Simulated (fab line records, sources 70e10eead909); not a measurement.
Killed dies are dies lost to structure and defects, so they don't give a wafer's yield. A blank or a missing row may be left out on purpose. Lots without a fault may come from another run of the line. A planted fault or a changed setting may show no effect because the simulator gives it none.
Chamber matching | flow nand_harc | NHARC_P_STI_CMP_21 on cmp-01: 4 sister chambers
The step polishes, t overpolish 20 s, target thk 380.67 nm. 8 wafers are shown with their chamber, then 7 later ones without.

WAFERS WITH THEIR CHAMBER
wafer  | chamber | motor_current_A (A) | overpolish_run_s (s)
L082.3 | 0       | 11.0                | 20.002
L083.3 | 1       | 10.4                | 19.996
L083.6 | 3       | 11.8                | 20.004
L085.2 | 2       | 12.0                | 20.002
L085.3 | 0       | 11.0                | 19.984
L085.6 | 3       | 11.4                | 20.010
L088.2 | 2       | 11.9                | 19.994
L088.5 | 1       | 10.2                | 20.005

WAFERS WITHOUT THEIR CHAMBER
wafer  | motor_current_A (A) | overpolish_run_s (s)
L088.6 | 11.2                | 20.008
L091.2 | 10.4                | 19.991
L091.3 | 11.5                | 19.995
L091.4 | 12.5                | 19.986
L094.1 | 11.5                | 19.981
L094.2 | 10.5                | 20.003
L094.3 | 11.9                | 20.009

WHICH CHAMBER EACH WENT THROUGH
wafer  | from the rows above          | in truth
L088.6 | can't be placed: 0 or 3      | 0
L091.2 | 1                            | 1
L091.3 | can't be placed: 3 or 2 or 0 | 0
L091.4 | 2                            | 2
L094.1 | can't be placed: 3 or 0 or 2 | 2
L094.2 | 1                            | 1
L094.3 | can't be placed: 2 or 3      | 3
Placed correctly: 3 of 7. Can't be placed from these rows: 4 (the true chamber is among the candidates in 4). Placed wrongly: 0.
How it was worked out, from the rows above alone: a wafer's distance from a chamber is the root of the sum, over the readings, of the square of ((its reading less the chamber's mean) divided by the reading's scatter). The wafer belongs to the nearest chamber; if the next one is less than 2 further off, it can't be placed. A chamber's mean is the mean of its shown wafers. The scatter: the root of (the sum of the squares of (reading less its chamber's mean) over the shown wafers, divided by (wafers less chambers)).
